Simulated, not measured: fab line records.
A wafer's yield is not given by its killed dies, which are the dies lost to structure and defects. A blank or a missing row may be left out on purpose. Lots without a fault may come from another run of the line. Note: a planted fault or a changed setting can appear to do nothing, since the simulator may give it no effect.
fab line records    flow n5Finfet
record: lots: 5  wafers: 15  lastDay: 17
route steps=1938 shown BEOL_M3@968 BEOL_M4@1111 PASSIVATION@1936
lots untouched by any fault: they come from a run of this same line in which no faults occurred
startH: hours from the record's opening day to when the first of the lot's shown wafers began    waitH: how many hours have passed since the lot's step before this one    " unchanged from the row above    L1.1+2: a row that stands for several wafers    - no value present, or no start provided    * or withheld: withheld    < > ~ a bound
route shown NAME@n: a module of which the file shows steps, and the number in the route of the first    usual: the fault-free wafers' mean and standard deviation    same: alike in all rows    chamber/n: place in a boat    sites: the reading at each site    _std_site: their standard deviation    _edge_site: mean of outer sites minus mean of inner sites    radiusMm: how far each site lies from the wafer's centre    mask NAME#n: copy n    behind: tool/chamber where the wafer was last shaped    hold: the reason the lot was held/the length of the hold in hours/how it ended    device: the n, p or np transistor that did not switch    end of line: the route-end tests of the same wafers    a step given without rows: its recipe and nothing more    killed: the dies lost at the first sort to structure and to defects; this is not the yield of the wafer    map: shows each die of a wafer: x if killed, . if not, _ if none is there
set.NAME: the setting the step ran with; set.NAME@STEP: the setting that earlier step ran with    model.NAME: the simulator's own value behind a step, which no gauge read
lots seen at some steps along the route; tables by step, rows by wafer
services: a tool's chamber out of use, with start hour (startH, from the record's first day; less than 0 if before it), hours out, and reason
== steps ==
step: N5_BEOL_M3_INSPECT_30
recipe: mode: adi  inspectInstrument: brightfield
usual: rawDefectCount: 419/97
lot.wafer  tool              chamber  startH  waitH  rawDefectCount
L571.1     defectInspect-02  -        153.83  0.1    509
L571.3     "                 -        "       "      330
L571.6     "                 -        "       "      334
L572.2     defectInspect-02  -        153.89  0.0    445
L572.4     "                 -        "       "      408
L572.5     "                 -        "       "      444
L576.2     defectInspect-02  -        171.70  0.0    442
L576.3     "                 -        "       "      480
L576.5     "                 -        "       "      437
L591.2     defectInspect-02  -        274.00  0.0    356
L591.3     "                 -        "       "      642
L591.4     "                 -        "       "      539
L594.1     defectInspect-02  -        281.98  0.1    437
L594.4     "                 -        "       "      363
L594.5     "                 -        "       "      363
step: N5_BEOL_M3_DESCUM_33
recipe: chemistry: O2  timeS: 7  sourcePowerW: 50  biasPowerW: 20  pressureMtorr: 20  rfFrequencyHz: 2.712e+07  tempC: 40  resist: CAR-EUV  o2FlowSccm: 225
usual: drypumpMotorCurrentA: 5.7/0.35  oesProductAu: 0.81/0.072  rfVppV: 243.3/1.3  showerheadPlenumPTorr: 2.10/0.082  throttleValvePct: 20.41/0.23
lot.wafer  tool        chamber  startH  waitH  drypumpMotorCurrentA  oesProductAu  rfHoursCounterH  rfVppV  showerheadPlenumPTorr  throttleValvePct
L571.1     rieDiel-02  2        153.86  0.0    6.5                   0.80          72               241.1   2.04                   20.85
L571.3     "           0        "       "      5.1                   0.77          149              245.1   2.21                   20.80
L571.6     "           0        "       "      5.1                   0.77          -                245.6   2.21                   20.81
L572.2     rieDiel-04  0        153.92  0.0    5.7                   0.95          6                242.0   2.07                   20.17
L572.4     "           0        "       "      5.7                   0.95          -                243.3   2.07                   20.17
L572.5     "           2        "       "      5.3                   0.83          -                242.0   2.02                   20.47
L576.2     rieDiel-04  0        171.94  0.2    5.7                   0.94          11               242.4   2.06                   20.16
L576.3     "           3        "       "      6.0                   0.90          21               243.3   2.14                   20.48
L576.5     "           2        "       "      5.4                   0.81          -                242.4   2.02                   20.46
L591.2     rieDiel-04  1        274.09  0.1    5.5                   0.69          238              242.1   2.05                   20.39
L591.3     "           0        "       "      5.6                   0.88          41               242.3   2.05                   20.22
L591.4     "           2        "       "      5.4                   0.78          121              242.3   2.01                   20.53
L594.1     rieDiel-06  2        282.06  0.1    6.0                   0.78          113              244.5   2.21                   20.42
L594.4     "           2        "       "      6.0                   0.79          -                245.2   2.21                   20.43
L594.5     "           1        "       "      6.2                   0.80          -                242.5   2.03                   20.10
step: N5_BEOL_M3_ETCH_77
recipe: chemistry: N2/H2  target: underlayer  targetDepthA: 65  maskMaterial: CAR-EUV  timeS: 5.2  ionEnergyEv: 200  pressureMtorr: 30  sourceW: 840  biasW: 150  n2FlowSccm: 200  h2FlowSccm: 200  ends: cleared
usual: biasW: 150.0/0.46  drypumpMotorCurrentA: 5.7/0.34  etchRfOnTimeS: 5.22/0.12  oesProductAu: 0.69/0.065  rfVppV: 524.2/2.8  showerheadPlenumPTorr: 2.54/0.092  throttleValvePct: 17.77/0.23
lot.wafer  tool        chamber  startH  waitH  biasW  drypumpMotorCurrentA  etchRfOnTimeS  oesProductAu  rfHoursCounterH  rfVppV  showerheadPlenumPTorr  throttleValvePct
L571.1     rieDiel-02  2        153.90  0.0    150.2  6.5                   5.31           0.68          72               519.4   2.47                   18.15
L571.3     "           0        "       "      149.5  5.1                   5.03           0.66          149              528.5   2.66                   18.01
L571.6     "           0        "       "      149.4  5.1                   5.03           0.65          -                525.0   2.65                   18.02
L572.2     rieDiel-04  0        153.96  0.0    149.6  5.7                   5.23           0.80          6                519.5   2.50                   17.48
L572.4     "           0        "       "      149.8  5.7                   5.25           0.79          -                524.5   2.50                   17.46
L572.5     "           2        "       "      149.9  5.4                   5.06           0.71          -                522.5   2.45                   17.92
L576.2     rieDiel-04  0        171.97  0.0    149.4  5.7                   5.30           0.78          11               523.0   2.50                   17.48
L576.3     "           3        "       "      149.8  6.0                   5.08           0.79          21               523.4   2.58                   17.81
L576.5     "           2        "       "      150.4  5.4                   5.11           0.69          -                523.4   2.45                   17.93
L591.2     rieDiel-04  1        274.13  0.0    150.0  5.5                   5.31           0.58          238              522.3   2.49                   17.86
L591.3     "           0        "       "      149.3  5.6                   5.30           0.74          41               520.6   2.48                   17.53
L591.4     "           2        "       "      150.4  5.3                   5.09           0.69          121              521.9   2.44                   17.97
L594.1     rieDiel-06  2        282.10  0.0    149.1  6.0                   5.20           0.68          113              529.4   2.65                   17.53
L594.4     "           2        "       "      149.5  6.0                   5.28           0.67          -                526.7   2.65                   17.55
L594.5     "           1        "       "      149.9  6.2                   5.14           0.70          -                524.6   2.48                   17.61
step: N5_BEOL_M3_ETCH_69
recipe: chemistry: CF4  target: SiARC  targetDepthA: 156  maskMaterial: CAR-EUV  timeS: 26  ionEnergyEv: 80  pressureMtorr: 40  sourceW: 545  biasW: 36  Ar_flow_sccm: 100  cf4FlowSccm: 100  ends: cleared
step: N5_BEOL_M3_ALD_98
recipe: material: SiO2  targetThkA: 25  tempC: 100  aldPrecursorFamily: BDEAS  aldCoReactant: O2-plasma  pulseTimeS: 1  coReactantPulseTimeS: 1  purgeTimeS: 2  coReactantPurgeTimeS: 2  aldCycles: 17  pressureTorr: 2
usual: heaterPowerW: 82/12  precursorPulseHeightRel: 1.001/0.021
same: coReactantPurgeTimeS: 2
lot.wafer  tool       chamber  startH  waitH  heaterPowerW  precursorPulseHeightRel
L571.1     aldSin-02  2        154.00  0.1    85            1.032
L571.3     "          1        "       "      78            0.993
L571.6     "          3        "       "      97            1.016
L572.2     aldSin-04  3        154.06  0.1    85            1.005
L572.4     "          0        "       "      80            1.018
L572.5     "          0        "       "      81            1.021
L576.2     aldSin-02  3        172.08  0.1    100           0.988
L576.3     "          0        "       "      83            1.012
L576.5     "          0        "       "      81            0.997
L591.2     aldSin-03  1        274.23  0.1    69            0.974
L591.3     "          2        "       "      89            1.031
L591.4     "          0        "       "      87            1.013
L594.1     aldSin-02  3        282.34  0.2    101           1.057
L594.4     "          1        "       "      76            1.025
L594.5     "          2        "       "      90            1.031
step: N5_BEOL_M3_ETCHBACK_99
recipe: chemistry: CHF3  target: SiO2  targetDepthA: 50  timeS: 10.4  sourceW: 215  biasW: 47  Ar_flow_sccm: 200  CHF3_flow_sccm: 12  ionEnergyEv: 100  pressureMtorr: 30
usual: drypumpMotorCurrentA: 5.7/0.38  oesProductAu: 0.81/0.069  rfVppV: 240/3.3  showerheadPlenumPTorr: 2.17/0.088  throttleValvePct: 17.01/0.26
lot.wafer  tool        chamber  startH  waitH  drypumpMotorCurrentA  oesProductAu  rfHoursCounterH  rfVppV  showerheadPlenumPTorr  throttleValvePct
L571.1     rieDiel-02  0        155.05  1.0    5.1                   0.77          149              242     2.27                   17.38
L571.3     "           2        "       "      6.5                   0.81          72               236     2.07                   17.27
L571.6     "           2        "       "      6.5                   0.80          -                238     2.07                   17.30
L572.2     rieDiel-04  2        155.09  1.0    5.3                   0.83          86               237     2.08                   17.11
L572.4     "           2        "       "      5.3                   0.83          -                239     2.08                   17.10
L572.5     "           1        "       "      5.5                   0.71          -                245     2.14                   17.16
L576.2     rieDiel-04  2        174.38  2.3    5.4                   0.83          91               237     2.08                   17.12
L576.3     "           3        "       "      6.0                   0.91          21               235     2.19                   17.06
L576.5     "           0        "       "      5.7                   0.95          -                241     2.10                   16.65
L591.2     rieDiel-02  3        276.79  2.5    5.9                   0.81          92               240     2.28                   16.69
L591.3     "           1        "       "      5.6                   0.85          77               235     2.27                   16.76
L591.4     "           0        "       "      5.1                   0.73          187              241     2.25                   17.46
L594.1     rieDiel-04  0        282.46  0.1    5.7                   0.88          45               243     2.08                   16.69
L594.4     "           3        "       "      6.0                   0.85          -                237     2.18                   17.10
L594.5     "           0        "       "      5.7                   0.86          -                242     2.08                   16.69
step: N5_BEOL_M3_ETCH_70
recipe: chemistry: N2/H2  target: SOC  targetDepthA: 800  overetchA: 160  maskMaterial: SiARC  tempC: 40  timeS: 120  ionEnergyEv: 200  pressureMtorr: 30  sourceW: 840  biasW: 150  n2FlowSccm: 200  h2FlowSccm: 200
step: N5_BEOL_M3_STRIP_71
recipe: chemistry: N2/H2  tempC: 40  n2FlowSccm: 200  h2FlowSccm: 200  rfFrequencyHz: 6e+07
step: N5_BEOL_M3_STRIP_78
recipe: chemistry: N2/H2  tempC: 40  n2FlowSccm: 200  h2FlowSccm: 200  rfFrequencyHz: 6e+07
step: N5_BEOL_M3_VIA_ETCH_34
recipe: chemistry: C4F6/O2  targetDepthA: 694  maskMaterial: SOC  pressureMtorr: 15  ionEnergyEv: 250  taperDeg: 4  timeS: 65.9  sourceW: 350  biasW: 170  Ar_flow_sccm: 300  C4F6_flow_sccm: 10  O2_flow_sccm: 10
usual: C4F6_flow_sccm: 10.00/0.031  biasW: 169.9/0.49  drypumpMotorCurrentA: 5.7/0.38  oesProductAu: 0.81/0.067  rfVppV: 663/8.6  showerheadPlenumPTorr: 2.86/0.11  throttleValvePct: 30.7/0.34
lot.wafer  tool        chamber  startH  waitH  C4F6_flow_sccm  biasW  drypumpMotorCurrentA  oesProductAu  rfHoursCounterH  rfVppV  showerheadPlenumPTorr  throttleValvePct
L571.1     rieDiel-02  0        155.19  0.0    10.02           170.0  5.1                   0.76          149              668     2.99                   31.3
L571.3     "           2        "       "      9.98            169.8  6.5                   0.80          72               654     2.74                   31.1
L571.6     "           2        "       "      10.01           170.2  6.5                   0.80          -                653     2.74                   31.1
L572.2     rieDiel-04  2        155.22  0.0    10.01           170.2  5.4                   0.83          86               657     2.75                   30.7
L572.4     "           2        "       "      10.05           169.7  5.4                   0.82          -                659     2.75                   30.7
L572.5     "           1        "       "      9.99            169.9  5.5                   0.71          -                673     2.83                   30.8
L576.2     rieDiel-04  2        174.52  0.0    9.99            170.4  5.4                   0.82          91               657     2.74                   30.7
L576.3     "           3        "       "      9.99            171.1  6.0                   0.91          22               651     2.89                   30.8
L576.5     "           0        "       "      10.03           169.3  5.6                   0.94          -                670     2.77                   30.2
L591.2     rieDiel-02  3        276.93  0.0    9.99            169.5  5.9                   0.82          92               663     3.01                   30.4
L591.3     "           1        "       "      10.00           169.6  5.6                   0.86          77               653     2.99                   30.5
L591.4     "           0        "       "      10.02           170.3  5.1                   0.73          187              668     2.97                   31.4
L594.1     rieDiel-04  0        282.60  0.0    9.96            169.7  5.7                   0.86          45               669     2.76                   30.2
L594.4     "           3        "       "      10.01           170.1  6.0                   0.85          -                650     2.87                   30.8
L594.5     "           0        "       "      9.98            170.2  5.7                   0.87          -                670     2.76                   30.2
step: N5_BEOL_M3_STRIP_83
recipe: chemistry: C4F6/O2  resist: SiARC  rfFrequencyHz: 6e+07
step: N5_BEOL_M3_STRIP_36
recipe: chemistry: N2/H2  powerW: 450  tempC: 40  pressureMtorr: 20  rfFrequencyHz: 6e+07  overashFraction: 0.3  biasPowerW: 7  h2Frac: 0.5  n2FlowSccm: 200  h2FlowSccm: 200
step: N5_BEOL_M3_TRENCH_ETCH_37
recipe: chemistry: C4F6/O2  targetDepthA: 555.55  target: SiOC  timeS: 29.2  ionEnergyEv: 250  pressureMtorr: 30  sourceW: 355  biasW: 185  Ar_flow_sccm: 300  C4F6_flow_sccm: 10  O2_flow_sccm: 10
usual: C4F6_flow_sccm: 10.000/0.029  biasW: 185.0/0.47  drypumpMotorCurrentA: 5.7/0.38  oesProductAu: 0.81/0.067  rfVppV: 662/8.8  showerheadPlenumPTorr: 2.87/0.11  throttleValvePct: 20.80/0.27
lot.wafer  tool        chamber  startH  waitH  C4F6_flow_sccm  biasW  drypumpMotorCurrentA  oesProductAu  rfHoursCounterH  rfVppV  showerheadPlenumPTorr  throttleValvePct  model.etch.depthNm  model.BEOL_M3.featureDepthNm
L571.1     rieDiel-02  0        155.29  -      9.994           184.3  5.1                   0.76          149              671     2.99                   21.23             56.47               56.4
L571.3     "           2        "       "      10.000          185.0  6.5                   0.81          72               656     2.75                   21.11             54.95               55
L571.6     "           2        "       "      10.014          185.3  6.5                   0.81          -                655     2.75                   21.10             54.7                54.6
L572.2     rieDiel-04  2        155.32  -      10.030          184.9  5.3                   0.82          86               657     2.75                   20.89             54.9                54.8
L572.4     "           2        "       "      10.050          184.8  5.3                   0.83          -                658     2.75                   20.89             55.33               55.4
L572.5     "           1        "       "      9.949           184.6  5.5                   0.71          -                674     2.83                   20.94             55.11               55.2
L576.2     rieDiel-04  2        174.62  -      10.062          184.0  5.4                   0.83          91               656     2.75                   20.90             55.89               55.8
L576.3     "           3        "       "      9.977           184.7  6.0                   0.90          22               651     2.89                   20.88             55.82               55.8
L576.5     "           0        "       "      9.986           184.6  5.6                   0.95          -                671     2.77                   20.41             56.08               56
L591.2     rieDiel-02  3        277.03  -      10.015          145.7  5.8                   0.77          92               547     3.01                   20.48             52.18               52.2
L591.3     "           1        "       "      10.011          184.3  5.7                   0.85          77               651     2.99                   20.58             55.77               55.8
L591.4     "           0        "       "      10.021          185.3  5.1                   0.73          187              669     2.98                   21.28             56.61               56.6
L594.1     rieDiel-04  0        282.70  -      9.984           184.0  5.7                   0.87          45               669     2.76                   20.46             55.33               55.4
L594.4     "           3        "       "      10.027          184.9  6.0                   0.85          -                650     2.88                   20.92             56.11               56.2
L594.5     "           0        "       "      10.036          185.2  5.6                   0.87          -                671     2.76                   20.47             55.57               55.6
step: N5_BEOL_M3_ETCH_41
recipe: chemistry: CH3F/O2  target: SiCN  targetDepthA: 299  taperDeg: 2  timeS: 52.5  ionEnergyEv: 120  maskMaterial: TiN  pressureMtorr: 30  sourceW: 395  biasW: 75  Ar_flow_sccm: 150  CH3F_flow_sccm: 30  O2_flow_sccm: 20
step: N5_BEOL_M3_STRIP_97
recipe: chemistry: N2/H2  timeS: 10  powerW: 450  tempC: 40  pressureMtorr: 20  rfFrequencyHz: 6e+07  biasPowerW: 7  n2FlowSccm: 200  h2FlowSccm: 200
step: N5_BEOL_M3_OCD_MEAS_38
usual: trenchDepthNm: 55.3/0.85
lot.wafer  tool    chamber  startH  waitH  trenchDepthNm
L571.1     ocd-02  -        155.44  -      56.3
L571.3     "       -        "       "      55.0
L571.6     "       -        "       "      55.1
L572.2     ocd-01  -        155.48  -      54.6
L572.4     "       -        "       "      55.8
L572.5     "       -        "       "      55.0
L576.2     ocd-02  -        174.77  -      56.2
L576.3     "       -        "       "      55.5
L576.5     "       -        "       "      56.0
L591.2     ocd-02  -        277.19  -      52.5
L591.3     "       -        "       "      55.2
L591.4     "       -        "       "      56.5
L594.1     ocd-01  -        282.85  -      55.5
L594.4     "       -        "       "      56.3
L594.5     "       -        "       "      55.5
step: N5_BEOL_M3_HM_STRIP_39
recipe: chemistry: peroxideTinStrip  material: TiN  targetDepthA: 250  tempC: 50  timeS: 158
step: N5_BEOL_M4_RC_MEAS_101
usual: DIBL_N: 37.1/1.9  DIBL_P: 37.2/2.3  IOFF_N: 0.18/0.04  IOFF_P: 0.23/0.044  ION_N: 682/11  ION_P: 468/8.6  SS_N: 71.9/0.68  SS_P: 73.5/0.74  VT_N: 248/3.4  VT_P: -248/3.4
lot.wafer  tool       chamber  startH  waitH  DIBL_N[mV/V]  DIBL_P[mV/V]  IOFF_N[nA/um]  IOFF_P[nA/um]  ION_N[uA/um]  ION_P[uA/um]  SS_N[mV/dec]  SS_P[mV/dec]  VT_N[mV]  VT_P[mV]
L571.1     prober-01  0        169.89  0.0    35.4          34.9          0.12           0.19           665           457           71.5          73.1          256       -249
L571.3     "          0        "       "      38.6          39.5          0.20           0.27           692           471           71.3          73.7          246       -247
L571.6     "          0        "       "      34.5          34.0          0.13           0.20           674           471           70.9          72.1          254       -247
L572.2     prober-02  0        170.41  0.2    37.1          35.4          0.15           0.20           676           472           71.3          73.0          251       -250
L572.4     "          0        "       "      37.4          35.7          0.16           0.22           683           470           72.0          73.1          249       -248
L572.5     "          0        "       "      36.1          33.8          0.13           0.18           667           461           71.6          73.3          251       -253
L576.2     prober-01  0        193.14  0.2    36.8          34.4          0.15           0.21           666           461           71.4          73.7          250       -247
L576.3     "          0        "       "      39.4          36.4          0.19           0.25           685           471           71.6          73.8          245       -246
L576.5     "          0        "       "      40.3          38.6          0.23           0.28           693           474           71.6          74.3          243       -242
L591.2     prober-01  0        293.13  0.2    35.8          37.2          0.17           0.22           677           463           71.2          73.3          246       -248
L591.3     "          0        "       "      41.6          43.4          0.33           0.37           704           475           73.3          75.0          240       -243
L591.4     "          0        "       "      41.4          43.6          0.31           0.36           691           471           73.4          75.4          241       -243
L594.1     prober-02  0        297.82  0.0    38.2          40.0          0.20           0.27           678           458           71.4          75.1          246       -247
L594.4     "          0        "       "      36.9          36.7          0.16           0.21           668           457           71.6          72.9          252       -252
L594.5     "          0        "       "      37.0          37.8          0.19           0.23           683           464           71.7          73.2          247       -249
step: N5_PASSIVATION_PROBE_49
usual: defectLimitedYield: 91.5/1.4  killed_at_M0_to_M3: 32/9.7  killed_at_M4_up: 14/5.3  killedAtContacts: 11/6  killedAtFrontEnd: 39/14  killedAtOther: 3.3/2.7  killedDies: 100/17  killedOpen: 66/13  killedShort: 32/7.4  sort_bin_4_leakage: 0.02/0.16  sort_bin_5_function: 4.9/0.9  sort_bin_6_memory: 3.2/0.72  sortNPass: 1080/17  sortYieldPct: 91.5/1.4
same: grossDies: 1180  killedAtBackSide: 0  sort_bin_8_speed[%]: 0
lot.wafer  tool       chamber  startH  waitH  defectLimitedYield[%]  killed_at_M0_to_M3  killed_at_M4_up  killedAtContacts  killedAtFrontEnd  killedAtOther  killedDies  killedOpen  killedShort  sort_bin_4_leakage[%]  sort_bin_5_function[%]  sort_bin_6_memory[%]  sortNPass  sortYieldPct[%]
L571.1     prober-02  -        283.41  0.0    91.9                   45                  12               8                 26                4              95          64          31           0                      4.9                     3.1                   1085       91.9
L571.3     prober-02  -        283.51  0.1    93.6                   34                  9                6                 24                2              75          47          27           0                      3.6                     2.5                   1105       93.6
L571.6     prober-02  -        283.66  0.3    93.0                   28                  21               9                 18                7              83          49          34           0                      4.2                     2.6                   1097       93.0
L576.2     prober-02  -        294.68  0.1    92.1                   22                  21               8                 39                3              93          61          32           0                      5.0                     2.6                   1087       92.1
L576.3     prober-02  -        294.73  0.1    91.9                   37                  11               11                33                4              96          68          28           0                      4.7                     3.1                   1084       91.9
L576.5     prober-02  -        294.83  0.2    94.0                   20                  17               12                20                2              71          53          18           0                      3.4                     2.4                   1109       94.0
killed by level:class
L571.1 BEOL_M1:geometricParticle:open=8 BEOL_M3:geometricParticle:open=8 BEOL_M2:geometricParticle:open=8 FIN_SAQP:geometricParticle:open=6 STI_FIN_REVEAL:geometricParticle:open=6 BEOL_M0_SAQP:geometricParticle:short=6 MOL_CONTACT_COAG:geometricParticle:open=5 BEOL_M2:geometricParticle:short=5
L571.3 BEOL_M2:geometricParticle:open=9 STI_FIN_REVEAL:geometricParticle:open=8 BEOL_M1:geometricParticle:open=8 BEOL_M0_SAQP:geometricParticle:short=6 FIN_SAQP:geometricParticle:open=5 FIN_SAQP:geometricParticle:short=4 MOL_CONTACT_COAG:geometricParticle:short=4 BEOL_M2:geometricParticle:short=3
L571.6 BEOL_M0_SAQP:geometricParticle:short=9 BEOL_M4:geometricParticle:open=9 BEOL_M3:geometricParticle:open=8 MOL_CONTACT_COAG:geometricParticle:open=6 BEOL_M2:geometricParticle:open=6 BEOL_M5:geometricParticle:open=4 STI_FIN_REVEAL:geometricParticle:open=3 DUMMY_GATE:geometricParticle:open=3
L576.2 BEOL_M2:geometricParticle:open=9 BEOL_M4:geometricParticle:open=8 FIN_SAQP:geometricParticle:open=7 STI_FIN_REVEAL:geometricParticle:open=7 GATE_CUT:geometricParticle:short=7 BEOL_M4:geometricParticle:short=7 MOL_CONTACT_COAG:geometricParticle:open=7 FIN_SAQP:geometricParticle:short=5
L576.3 BEOL_M2:geometricParticle:open=17 MOL_CONTACT_COAG:geometricParticle:open=8 BEOL_M4:geometricParticle:open=8 BEOL_M0_SAQP:geometricParticle:short=7 FIN_SAQP:geometricParticle:short=6 GATE_CUT:geometricParticle:open=6 FIN_CUT:geometricParticle:open=4 STI_FIN_REVEAL:geometricParticle:open=4
L576.5 BEOL_M4:geometricParticle:open=13 BEOL_M2:geometricParticle:open=11 MOL_CONTACT_COAG:geometricParticle:open=9 BEOL_M0_SAQP:geometricParticle:open=5 FIN_SAQP:geometricParticle:short=3 GATE_CUT:geometricParticle:short=3 GATE_CUT:geometricParticle:open=3 MOL_CONTACT_COAG:geometricParticle:short=3
== services ==
tool        chamber  startH  hours  kind
rieDiel-02  3        139.39  2.0    repair
rieDiel-04  3        146.43  9.5    repair
rieDiel-06  1        181.26  7.0    repair
aldSin-03   -        183.57  6.1    pm
rieDiel-06  2        187.71  4.6    repair
rieDiel-02  3        240.22  32.8   repair
aldSin-04   3        266.06  10.3   repair
aldSin-04   -        268.25  14.0   pm
aldSin-04   0        268.25  14.0   ventCycle
aldSin-04   1        268.25  14.0   ventCycle
aldSin-04   2        268.25  14.0   ventCycle
rieDiel-04  1        279.44  3.4    repair
aldSin-04   0        282.25  -      clean
aldSin-04   1        282.25  -      clean
aldSin-04   2        282.25  -      clean
aldSin-04   3        282.25  -      clean
== key ==
firstSign: step: N5_BEOL_M3_TRENCH_ETCH_37  reading: biasW  direction: down  sigmas: 83  usual: *  struck: *
effect: step: N5_BEOL_M3_TRENCH_ETCH_37  reading: rfVppV  direction: down  sigmas: 13  usual: 662  struck: 547
effect: step: N5_BEOL_M3_OCD_MEAS_38  reading: trenchDepthNm  direction: down  sigmas: 3.3  usual: 55.3  struck: 52.5
modelEffect: step: N5_BEOL_M3_TRENCH_ETCH_37  value: etch.depthNm  without: 56.2  struck: 52.18
metAt N5_BEOL_M3_TRENCH_ETCH_37
struckWafers L591.2
fault: kind: processParameterDrift  tool: rieDiel-02  chamber: 3  onsetH: 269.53  steps: N5_BEOL_M3_TRENCH_ETCH_37  channel: biasW  offset: *  shape: step  endH: 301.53  actsIn: *  stated: *
